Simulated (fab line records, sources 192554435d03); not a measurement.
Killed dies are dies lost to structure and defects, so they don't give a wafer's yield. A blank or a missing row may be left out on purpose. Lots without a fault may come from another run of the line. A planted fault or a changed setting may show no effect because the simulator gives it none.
Chamber matching | flow n5_finfet | N5_BEOL_M0_SAQP_MANDREL_ETCH_103 on rie_si-04: 4 sister chambers
The step etches a-Si in HBr/Cl2, stops on SiCN, target depth 45 nm, bt time 10 s, time 27 s. 22 wafers are shown with their chamber, then 11 later ones without.

WAFERS WITH THEIR CHAMBER
wafer  | chamber | throttle_valve_pct (%) | oes_product_au (a.u.)
L074.2 | 1       | 35.8                   | 0.690
L074.3 | 3       | 35.2                   | 0.658
L074.5 | 1       | 35.7                   | 0.695
L081.2 | 1       | 35.7                   | 0.692
L081.3 | 2       | 35.4                   | 0.685
L081.5 | 2       | 35.4                   | 0.681
L082.1 | 0       | 36.0                   | 0.657
L082.2 | 3       | 35.2                   | 0.640
L082.3 | 2       | 35.4                   | 0.692
L084.2 | 2       | 35.4                   | 0.689
L084.3 | 0       | 36.0                   | 0.673
L084.5 | 2       | 35.4                   | 0.697
L085.3 | 2       | 35.4                   | 0.688
L085.4 | 0       | 35.9                   | 0.670
L085.6 | 2       | 35.4                   | 0.685
L087.1 | 2       | 35.4                   | 0.679
L087.3 | 0       | 36.0                   | 0.673
L087.6 | 0       | 35.9                   | 0.674
L089.4 | 1       | 35.7                   | 0.695
L089.5 | 3       | 35.2                   | 0.666
L089.6 | 0       | 36.0                   | 0.661
L092.2 | 2       | 35.5                   | 0.680

SIGNATURES (means of the wafers above)
reading            | chamber 0 | chamber 1 | chamber 2 | chamber 3 | scatter within a chamber
throttle_valve_pct | 35.967    | 35.725    | 35.411    | 35.200    | 0.0406
oes_product_au     | 0.66800   | 0.69300   | 0.68622   | 0.65467   | 0.00713
Rule: a wafer's distance from a chamber is the root of the sum, over the readings, of the square of ((its reading less the chamber's mean) divided by the reading's scatter). The wafer belongs to the nearest chamber; if the next one is less than 2 further off, it can't be placed. The scatter: the root of (the sum of the squares of (reading less its chamber's mean) over the shown wafers, divided by (wafers less chambers)).

WAFERS WITHOUT THEIR CHAMBER
wafer  | throttle_valve_pct (%) | oes_product_au (a.u.)
L092.5 | 35.4                   | 0.696
L092.6 | 35.2                   | 0.661
L094.1 | 35.9                   | 0.668
L094.4 | 35.4                   | 0.696
L094.6 | 35.2                   | 0.672
L095.1 | 35.2                   | 0.657
L095.3 | 35.4                   | 0.671
L095.4 | 35.9                   | 0.669
L096.1 | 35.5                   | 0.678
L096.3 | 35.9                   | 0.664
L096.4 | 35.2                   | 0.657

WHICH CHAMBER EACH WENT THROUGH
wafer  | from the rows above | in truth
L092.5 | 2                   | 2
L092.6 | 3                   | 3
L094.1 | 0                   | 0
L094.4 | 2                   | 2
L094.6 | 3                   | 3
L095.1 | 3                   | 3
L095.3 | 2                   | 2
L095.4 | 0                   | 0
L096.1 | 2                   | 2
L096.3 | 0                   | 0
L096.4 | 3                   | 3
Placed correctly: 11 of 11. Can't be placed from these rows: 0. Placed wrongly: 0.
